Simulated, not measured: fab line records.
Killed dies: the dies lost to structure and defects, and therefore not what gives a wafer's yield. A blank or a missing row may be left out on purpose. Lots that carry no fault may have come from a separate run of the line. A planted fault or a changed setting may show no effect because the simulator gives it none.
The tool behind it: which one?	flow n5_finfet	8 lots with 24 wafers sampled at 2 steps, on a route of 1938 steps

== WHAT THE GAUGES READ, wafer by wafer ==
N5_FIN_SAQP_INSPECT_18: inspects for defects (brightfield).
lot	measured	on	raw_defect_count
L971	day 1 21:11	defect_inspect-01	355 335 438
L973	day 2 11:05	defect_inspect-02	217 330 337
L974	day 2 15:56	defect_inspect-02	506 295 338
L976	day 3 03:21	defect_inspect-01	1069 1063 974
L979	day 3 22:01	defect_inspect-02	1319 1333 1077
L986	day 5 15:41	defect_inspect-02	456 358 417
L989	day 6 11:09	defect_inspect-02	328 407 446
L994	day 7 16:40	defect_inspect-01	593 543 355

== WHAT TOOL EACH LOT RAN ON (gives the tool, then ch and the chambers of the sampled wafers, and finally the start) ==
lot	N5_FIN_SAQP_HM_DEP_03
L971	pecvd-01 ch 0,1,2, day 1 20:27
L973	pecvd-01 ch 0,1,2, day 2 10:17
L974	pecvd-02 ch 0,1, day 2 15:12
L976	pecvd-01 ch 0,1,2, day 3 02:34
L979	pecvd-01 ch 0,1, day 3 21:11
L986	pecvd-04 ch 0,2, day 5 14:51
L989	pecvd-04 ch 0,1,2, day 6 10:26
L994	pecvd-04 ch 1,2, day 7 15:27
- N5_FIN_SAQP_HM_DEP_03: deposits SiNx from SiH4/NH3/N2, target thk 38 nm, time 33.6 s.

== THE ANSWER, worked out from the rows above alone ==
Rule: the usual values come from the lots themselves. The widest of any qualifying gaps counts: lots, ordered by their means at a reading, are off when they make up no more than a third of the lots, leave a main group of 4 or more, and stand apart from it by 3 or more times the standard deviation of that group's means. A main group is skipped when, at the precision printed for the reading in the tables above, its means are all equal. Also off: a lot with no number at a reading for which 4 or more lots have one. Where the step has rows for the other lots, those lots are counted as sound.
Off, at N5_FIN_SAQP_INSPECT_18 on raw_defect_count: L976, L979. Mean 392 and standard deviation 60 in the main group.
If a tool, at a process step before that reading, ran all the lots that are off and no sound lot after the first of them, it fits. The gauges at N5_FIN_SAQP_INSPECT_18 are tried like those tools. One fits: pecvd-01 at N5_FIN_SAQP_HM_DEP_03. A fault onset in the window from L973 (day 2 10:17, its last sound lot) to L976 (day 3 02:34, its first lot off) fits.

== WHAT WAS PUT IN BY THE SIMULATOR ==
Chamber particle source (pecvd-01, N5_FIN_SAQP_HM_DEP_03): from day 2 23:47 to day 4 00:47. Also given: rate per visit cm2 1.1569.
Shown lots that were struck: L976, L979. This agrees with what the rule above found.
